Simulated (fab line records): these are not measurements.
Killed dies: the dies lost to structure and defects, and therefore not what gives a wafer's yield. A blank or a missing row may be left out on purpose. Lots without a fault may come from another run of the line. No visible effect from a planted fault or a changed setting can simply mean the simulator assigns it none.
Split-lot experiment / flow n5_finfet / 21 wafers read from 7 lots, route of 1938 steps

== THE SPLIT ==
At N5_HKMG_FIN_COAT_42 (time 60 s, resist thk 35 nm), the setting spin_rpm was moved away from the recipe's 1500 rpm on 6 of the 21 wafers read, by -4.8% to +10.3%. The other wafers ran this setting at the recipe's value.

== FROM THE SPLIT TO THE READING: what the file shows between them, 2 steps ==
- N5_HKMG_FIN_DEVELOP_48: develop time 30 s (also split here: develop_time_s)
- N5_HKMG_FIN_DESCUM_53: chemistry O2, time 7.9 s

== THE READING ==
etch.depth_nm (the simulator's own value, which no gauge read), in nm, at N5_HKMG_FIN_ETCH_54 (etches SiARC in CF4, target depth 45.5 nm, time 75.8 s). There is no usual value for it anywhere in the file. Average 35.00 nm, standard deviation 0.12 nm, over the 15 wafers here run with the recipe.

wafer=L074.3; tool, chamber at the split=litho_track-01, 0; spin_rpm as run, rpm=1655; against the recipe=+10.3%; etch.depth_nm, nm=33.43; against lot-mates on the recipe=-1.67
wafer=L074.4; tool, chamber at the split=litho_track-01, 0; spin_rpm as run, rpm=1500; against the recipe=recipe; etch.depth_nm, nm=35.1; against lot-mates on the recipe=-
wafer=L074.6; tool, chamber at the split=litho_track-01, 0; spin_rpm as run, rpm=1655; against the recipe=+10.3%; etch.depth_nm, nm=33.17; against lot-mates on the recipe=-1.93
wafer=L083.2; tool, chamber at the split=litho_track-01, 0; spin_rpm as run, rpm=1500; against the recipe=recipe; etch.depth_nm, nm=35.09; against lot-mates on the recipe=-
wafer=L083.3; tool, chamber at the split=litho_track-01, 0; spin_rpm as run, rpm=1500; against the recipe=recipe; etch.depth_nm, nm=35.24; against lot-mates on the recipe=-
wafer=L083.6; tool, chamber at the split=litho_track-01, 0; spin_rpm as run, rpm=1500; against the recipe=recipe; etch.depth_nm, nm=35.2; against lot-mates on the recipe=-
wafer=L084.1; tool, chamber at the split=litho_track-01, 0; spin_rpm as run, rpm=1500; against the recipe=recipe; etch.depth_nm, nm=34.95; against lot-mates on the recipe=-
wafer=L084.2; tool, chamber at the split=litho_track-01, 0; spin_rpm as run, rpm=1500; against the recipe=recipe; etch.depth_nm, nm=34.96; against lot-mates on the recipe=-
wafer=L084.5; tool, chamber at the split=litho_track-01, 0; spin_rpm as run, rpm=1500; against the recipe=recipe; etch.depth_nm, nm=35.08; against lot-mates on the recipe=-
wafer=L085.1; tool, chamber at the split=litho_track-03, 0; spin_rpm as run, rpm=1500; against the recipe=recipe; etch.depth_nm, nm=34.87; against lot-mates on the recipe=-
wafer=L085.2; tool, chamber at the split=litho_track-03, 0; spin_rpm as run, rpm=1500; against the recipe=recipe; etch.depth_nm, nm=34.87; against lot-mates on the recipe=-
wafer=L085.6; tool, chamber at the split=litho_track-03, 0; spin_rpm as run, rpm=1500; against the recipe=recipe; etch.depth_nm, nm=34.88; against lot-mates on the recipe=-
wafer=L089.1; tool, chamber at the split=litho_track-03, 0; spin_rpm as run, rpm=1500; against the recipe=recipe; etch.depth_nm, nm=34.89; against lot-mates on the recipe=-
wafer=L089.2; tool, chamber at the split=litho_track-03, 0; spin_rpm as run, rpm=1500; against the recipe=recipe; etch.depth_nm, nm=34.88; against lot-mates on the recipe=-
wafer=L089.4; tool, chamber at the split=litho_track-03, 0; spin_rpm as run, rpm=1500; against the recipe=recipe; etch.depth_nm, nm=35; against lot-mates on the recipe=-
wafer=L092.2; tool, chamber at the split=litho_track-03, 0; spin_rpm as run, rpm=1650; against the recipe=+10.0%; etch.depth_nm, nm=33.31; against lot-mates on the recipe=-1.68
wafer=L092.4; tool, chamber at the split=litho_track-03, 0; spin_rpm as run, rpm=1650; against the recipe=+10.0%; etch.depth_nm, nm=33.25; against lot-mates on the recipe=-1.74
wafer=L092.6; tool, chamber at the split=litho_track-03, 0; spin_rpm as run, rpm=1500; against the recipe=recipe; etch.depth_nm, nm=34.99; against lot-mates on the recipe=-
wafer=L096.2; tool, chamber at the split=litho_track-02, 0; spin_rpm as run, rpm=1428; against the recipe=-4.8%; etch.depth_nm, nm=35.59; against lot-mates on the recipe=+0.63
wafer=L096.4; tool, chamber at the split=litho_track-02, 0; spin_rpm as run, rpm=1500; against the recipe=recipe; etch.depth_nm, nm=34.96; against lot-mates on the recipe=-
wafer=L096.5; tool, chamber at the split=litho_track-02, 0; spin_rpm as run, rpm=1428; against the recipe=-4.8%; etch.depth_nm, nm=35.69; against lot-mates on the recipe=+0.73

THE FIT
A straight line over all 21 wafers: etch.depth_nm changes by -0.163 nm for each +1% of spin_rpm; r = -0.99; the points scatter about the line by 0.12 nm.
The same after taking each lot's own level away (the mean of its wafers on the recipe; 21 wafers): -0.168 nm for each +1%; r = -1.00; scatter 0.074 nm.
On that fit, the largest move of spin_rpm shifts the reading by 1.7 nm.
Measured against the standard deviation above, the lots' own levels, which go from 34.873 to 35.177 nm, span 2.6 times it.
The two slopes are in agreement: the lot-to-lot level therefore moves the slope only a little.
Check: with one of the wafers moved furthest among these (+10.3%) left out of the fit, the line predicts -1.79 nm for it against its lot-mates. It came out at -1.67 nm against them.

== OTHER SPLITS ON THESE WAFERS ==
These wafers also went through other splits before the reading. Each is held against what the fit with the lots' levels taken away leaves over:
other split on the same wafers=N5_WELL_APT_COAT_02 spin_rpm; wafers away from the commonest value=6; r with etch.depth_nm (lot level and that fit taken away)=+0.11
other split on the same wafers=N5_FIN_CUT_EXPOSE_05 dose_mj; wafers away from the commonest value=6; r with etch.depth_nm (lot level and that fit taken away)=-0.22
other split on the same wafers=N5_FIN_CUT_CUT_ETCH_15 time_s; wafers away from the commonest value=7; r with etch.depth_nm (lot level and that fit taken away)=-0.08
other split on the same wafers=N5_SD_EPI_N_DESCUM_14 time_s; wafers away from the commonest value=5; r with etch.depth_nm (lot level and that fit taken away)=+0.05
other split on the same wafers=N5_SD_EPI_P_EXPOSE_06 dose_mj; wafers away from the commonest value=7; r with etch.depth_nm (lot level and that fit taken away)=-0.06
other split on the same wafers=N5_SD_EPI_P_ETCH_37 source_w; wafers away from the commonest value=5; r with etch.depth_nm (lot level and that fit taken away)=+0.00
other split on the same wafers=N5_HKMG_FIN_DEVELOP_48 develop_time_s; wafers away from the commonest value=8; r with etch.depth_nm (lot level and that fit taken away)=-0.16

== THE WHOLE CHAIN: every reading that the file lists as answering this split, in the file's order ==
step=N5_HKMG_FIN_COAT_42; what it does=time 60 s, resist thk 35 nm; reading=SiARC_of_HKMG_FIN_COAT_42.thk_nm (the simulator's own value, which no gauge read); change (the file's fit)=-0.163 nm for each +1% of the setting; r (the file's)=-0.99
step=N5_HKMG_FIN_ETCH_54; what it does=etches SiARC in CF4, target depth 45.5 nm, time 75.8 s; reading=CAR-ArF_of_HKMG_FIN_COAT_43.thk_nm (the simulator's own value, which no gauge read); change (the file's fit)=+0.167 nm for each +1% of the setting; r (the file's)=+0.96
step=N5_HKMG_FIN_ETCH_54; what it does=etches SiARC in CF4, target depth 45.5 nm, time 75.8 s; reading=etch.depth_nm (the simulator's own value, which no gauge read); change (the file's fit)=-0.169 nm for each +1% of the setting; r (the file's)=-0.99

== THE FILE'S OWN FIT ==
etch.depth_nm changes by -0.169 nm for each +1% of spin_rpm, r = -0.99.
